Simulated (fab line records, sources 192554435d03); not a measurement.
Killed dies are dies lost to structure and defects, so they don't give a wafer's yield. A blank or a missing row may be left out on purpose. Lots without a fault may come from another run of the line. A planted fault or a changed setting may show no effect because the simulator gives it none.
Chamber matching | flow n5_finfet | N5_FIN_SAQP_PECVD_47 on pecvd-03: 3 sister chambers
The step deposits a-Si from SiH4/He, target thk 45 nm, time 36.3 s. 6 wafers are shown with their chamber, then 7 later ones without.

WAFERS WITH THEIR CHAMBER
wafer  | chamber | showerhead_plenum_p_Torr (Torr) | throttle_valve_pct (%)
L084.5 | 2       | 5.65                            | 17.2
L088.1 | 0       | 5.71                            | 18.1
L088.3 | 1       | 5.77                            | 19.5
L088.5 | 0       | 5.71                            | 17.7
L090.1 | 1       | 5.76                            | 19.4
L090.3 | 2       | 5.65                            | 17.4

WAFERS WITHOUT THEIR CHAMBER
wafer  | showerhead_plenum_p_Torr (Torr) | throttle_valve_pct (%)
L090.4 | 5.69                            | 17.7
L091.1 | 5.76                            | 19.6
L091.2 | 5.66                            | 17.2
L091.5 | 5.66                            | 17.2
L096.2 | 5.71                            | 17.5
L096.3 | 5.67                            | 17.5
L096.6 | 5.76                            | 19.4

WHICH CHAMBER EACH WENT THROUGH
wafer  | from the rows above | in truth
L090.4 | 0                   | 0
L091.1 | 1                   | 1
L091.2 | 2                   | 2
L091.5 | 2                   | 2
L096.2 | 0                   | 0
L096.3 | 2                   | 2
L096.6 | 1                   | 1
Placed correctly: 7 of 7. Can't be placed from these rows: 0. Placed wrongly: 0.
How it was worked out, from the rows above alone: a wafer's distance from a chamber is the root of the sum, over the readings, of the square of ((its reading less the chamber's mean) divided by the reading's scatter). The wafer belongs to the nearest chamber; if the next one is less than 2 further off, it can't be placed. A chamber's mean is the mean of its shown wafers. The scatter: the root of (the sum of the squares of (reading less its chamber's mean) over the shown wafers, divided by (wafers less chambers)).
